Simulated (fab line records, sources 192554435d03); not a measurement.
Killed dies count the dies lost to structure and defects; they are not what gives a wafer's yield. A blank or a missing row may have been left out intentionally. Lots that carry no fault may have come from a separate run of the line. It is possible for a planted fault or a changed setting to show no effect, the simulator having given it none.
Split-lot trial -- flow n5_finfet -- 21 wafers read across 7 lots, on a route 1938 steps long

## ABOUT THE SPLIT
At N5_SDB_EXPOSE_08 (exposes mask SDB), the setting dose_mj was moved away from the recipe's 49.6 on 7 of the 21 wafers read, by -6.8% to +3.2%. All remaining wafers had this setting at the recipe value.

## FROM THE SPLIT TO THE READING: what the file shows between them, 2 steps
- N5_SDB_PEB_09: peb time 60 s
- N5_SDB_DEVELOP_10: develop time 30 s

## THE READING
At N5_SDB_CD_MEAS_11: cd_nm in nanometres, against a target cd of 50 nm. Fault-free wafers of this fab line usually give 50.3 nm, standard deviation 1.3 nm.

wafer,"tool, chamber at the split",dose_mj as run,against the recipe,"cd_nm, nm",against lot-mates on the recipe
L078.1,"arfi_scanner-02, 0",49.6,recipe,50.5,-
L078.2,"arfi_scanner-02, 0",49.6,recipe,48.6,-
L078.4,"arfi_scanner-02, 0",49.6,recipe,51.2,-
L082.1,"arfi_scanner-03, 0",49.6,recipe,50.5,-
L082.2,"arfi_scanner-03, 0",48.04,-3.1%,46.9,-3.6
L082.5,"arfi_scanner-03, 0",48.04,-3.1%,48.5,-2.0
L084.2,"arfi_scanner-02, 0",51.18,+3.2%,55.4,+5.3
L084.3,"arfi_scanner-02, 0",49.6,recipe,50.3,-
L084.6,"arfi_scanner-02, 0",49.6,recipe,49.9,-
L089.2,"arfi_scanner-01, 0",49.6,recipe,51.6,-
L089.4,"arfi_scanner-01, 0",46.22,-6.8%,42.3,-8.6
L089.6,"arfi_scanner-01, 0",49.6,recipe,50.2,-
L091.3,"arfi_scanner-02, 0",48.12,-3.0%,44.5,-5.1
L091.5,"arfi_scanner-02, 0",49.6,recipe,49.6,-
L091.6,"arfi_scanner-02, 0",48.12,-3.0%,46.7,-2.9
L094.1,"arfi_scanner-03, 0",49.6,recipe,49.0,-
L094.4,"arfi_scanner-03, 0",49.6,recipe,49.0,-
L094.5,"arfi_scanner-03, 0",49.6,recipe,48.6,-
L095.3,"arfi_scanner-01, 0",47.75,-3.7%,46.1,-5.3
L095.4,"arfi_scanner-01, 0",49.6,recipe,50.9,-
L095.5,"arfi_scanner-01, 0",49.6,recipe,51.9,-

THE FIT
A straight line over all 21 wafers: cd_nm changes by +1.21 nm for each +1% of dose_mj; r = +0.91; the points scatter about the line by 1.2 nm.
The same after taking each lot's own level away (the mean of its wafers on the recipe; 21 wafers): +1.29 nm for each +1%; r = +0.96; scatter 0.84 nm.
That fit puts the effect of the largest move of dose_mj on the reading at 8.8 nm.
The lots' own levels span 48.87 to 51.40 nm, that is 1.9 times the standard deviation above.
So the lot-to-lot level changes the slope little: the two slopes agree.
Check: -8.7 nm against its lot-mates is what the line predicts for one of the wafers moved furthest among these (-6.8%) when that wafer is left out of the fit. It came out at -8.6 nm against them.

## OTHER SPLITS ON THESE WAFERS
Note: prior to the reading, these wafers also went through further splits. Each is held against what the fit with the lots' levels taken away leaves over:
other split on the same wafers,wafers away from the commonest value,r with cd_nm (lot level and that fit taken away)
N5_SD_EPI_N_DESCUM_14 time_s,10,+0.03
N5_ILD0_ALD_15 ald_cycles,6,-0.18
N5_SDB_COAT_03 spin_rpm,6,+0.16

## FILE'S OWN FIT
cd_nm changes by +1.3 nm for each +1% of dose_mj, r = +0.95.
